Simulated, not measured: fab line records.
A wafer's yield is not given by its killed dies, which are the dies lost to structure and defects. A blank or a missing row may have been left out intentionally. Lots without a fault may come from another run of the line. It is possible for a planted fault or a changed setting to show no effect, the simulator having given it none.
Comparing a struck lot with a sound one || flow nandHarc || 17 steps out of a route of 1302
Sound: the wafers L493.2, L493.4, L493.5. Struck: wafer L505.4 (left out: L505.3, L505.5 of the same lot, which were not struck); the cause appears at the end.
For every step that has rows: the tool of each side, followed by ch and its chambers, followed by its first start. Under that, the readings that differ: sound wafers || struck wafers || difference of the means || sigmas: that difference in standard deviations of wafers without a fault.
alike: readings with means less than 2 such deviations apart, plus words and numbers identical on both sides. not compared: withheld readings, readings lacking a value on some wafer, bounds such as >300 that could conceal the same value, and numbers that have no deviation in the record and whose values overlap.
Wherever a step has rows on one side only, a row that says differs or no value, or a row with sigmas, the two part there. When numbers do not overlap yet have no deviation, they are printed without sigmas and do not part them. A reading that every wafer of one side lacks parts them only if that side has two wafers or more.

NHARC_P_M0_OVL_MEAS_10: pitch 180 nm.
  sound on overlay-02 at day 7 20:11; struck on overlay-01 at day 12 19:49
  alike: overlayXNm, overlayYNm
NHARC_P_M0_INSPECT_11:
  sound on defectInspect-02 at day 7 20:13; struck on defectInspect-01 at day 12 19:52
  alike: rawDefectCount
then, 2 steps without rows for these wafers: NHARC_P_M0_DESCUM_14 (chemistry O2, time 3 s); NHARC_P_M0_ETCH_34 (etches the open film in N2/H2, target depth 40 nm, overetch 12 nm, time 43.94 s).
NHARC_P_M0_ETCH_15: etches the open film in C4F8/Ar, target depth 150 nm, overetch 15 nm, time 82.5 s.
  sound on rieDiel-05 ch 1,2; struck on rieDiel-08 ch 3
  alike: oesProductAu, rfVppV
  not compared: rfHoursCounterH
NHARC_P_M0_CD_MEAS_16:
  sound on cdSem-02 at day 7 20:35; struck on cdSem-01 at day 12 20:14
  alike: cdNm
then, 2 steps without rows for these wafers: NHARC_P_M0_STRIP_18 (strips in N2/H2); NHARC_P_M0_STRIP_19 (strips in post etch residue remover, time 600 s).
NHARC_P_M0_DEGAS_28: time 60 s.
  sound on pvdSputter-01 at day 7 21:12; struck on pvdSputter-03 at day 12 20:52
  alike: heaterPowerW
NHARC_P_M0_PRE_CLEAN_29: time 30 s.
  sound on pvdSputter-01; struck on pvdSputter-03
  alike: heaterPowerW
NHARC_P_M0_PVD_20: deposits TaN, target thk 5 nm, time 8.06 s.
  sound on pvdSputter-01; struck on pvdSputter-03
{"reading": "throttleValvePct (%)", "sound": "31.2 30.5 30.6", "struck": 27.6, "difference": -3.2, "sigmas": -3}
  alike: biasV, chamberPressurePa
then, 1 step without rows for these wafers: NHARC_P_M0_PVD_21 (deposits Cu, target thk 30 nm, time 20.49 s).
NHARC_P_M0_ECD_22: material Cu, target thk 400 nm.
  sound on ecdCu-02 ch 0, day 7 21:37; struck on ecdCu-01 ch 0,1, day 12 21:19
NHARC_P_M0_ANNEAL_30: time 90 s.
  sound on rtpAnneal-01 ch 0, day 7 21:59; struck on rtpAnneal-02 ch 0, day 12 21:42
  alike: wafer_temp_C_max
NHARC_P_M0_CMP_23: polishes, t overpolish 20 s, target thk 117.54 nm.
  sound on cmp-03 ch 1,3, day 7 22:19; struck on cmp-04 ch 0, day 12 21:56
{"reading": "timeToEndpointS (s)", "sound": "32.7 32.1 35.0", "struck": 10.6, "difference": -22.7, "sigmas": -10}
  alike: motorCurrentA, slurryFilterDpKPa
NHARC_P_M0_THK_MEAS_24: measures by xrf.
  sound on filmMetro-01 at day 7 22:36; struck on filmMetro-02 at day 12 22:15
  alike: thkNm
NHARC_END_SORT_01:
  the record has rows for the sound wafers here (prober-02 ch 0, day 25 13:11) and none for the struck ones

WHERE THEY PART
At NHARC_P_M0_PVD_20 first; at NHARC_END_SORT_01 last (within this record only).

WHY: what the simulator had put in
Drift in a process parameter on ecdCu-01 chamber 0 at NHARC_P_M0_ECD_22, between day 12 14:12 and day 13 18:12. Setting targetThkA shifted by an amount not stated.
